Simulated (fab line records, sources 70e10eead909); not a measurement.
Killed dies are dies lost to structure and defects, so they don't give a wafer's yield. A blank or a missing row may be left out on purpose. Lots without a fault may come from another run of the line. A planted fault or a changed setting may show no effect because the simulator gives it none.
Chamber matching | flow nand_harc | NHARC_P_GATE_STRIP_108 on rie_diel-13: 4 sister chambers
The step strips in O2. 4 wafers are shown with their chamber, then 10 later ones without.

WAFERS WITH THEIR CHAMBER
wafer  | chamber | showerhead_plenum_p_Torr (Torr)
L087.1 | 2       | 3.64
L091.4 | 1       | 3.51
L092.1 | 3       | 3.47
L092.3 | 0       | 3.56

WAFERS WITHOUT THEIR CHAMBER
wafer  | showerhead_plenum_p_Torr (Torr)
L092.5 | 3.63
L093.2 | 3.47
L093.3 | 3.63
L093.6 | 3.63
L094.2 | 3.56
L094.4 | 3.47
L094.5 | 3.47
L096.2 | 3.55
L096.4 | 3.63
L096.5 | 3.63

WHICH CHAMBER EACH WENT THROUGH
wafer  | from the rows above | in truth
L092.5 | 2                   | 2
L093.2 | 3                   | 3
L093.3 | 2                   | 2
L093.6 | 2                   | 2
L094.2 | 0                   | 0
L094.4 | 3                   | 3
L094.5 | 3                   | 3
L096.2 | 0                   | 0
L096.4 | 2                   | 2
L096.5 | 2                   | 2
Placed correctly: 10 of 10. Can't be placed from these rows: 0. Placed wrongly: 0.
How it was worked out, from the rows above alone: a wafer's distance from a chamber is the root of the sum, over the readings, of the square of ((its reading less the chamber's mean) divided by the reading's scatter). The wafer belongs to the nearest chamber; if the next one is less than 2 further off, it can't be placed. A chamber's mean is the mean of its shown wafers. The scatter: with one shown wafer a chamber, the root of the mean of the squares of how far each hidden wafer lies from its nearest shown one.
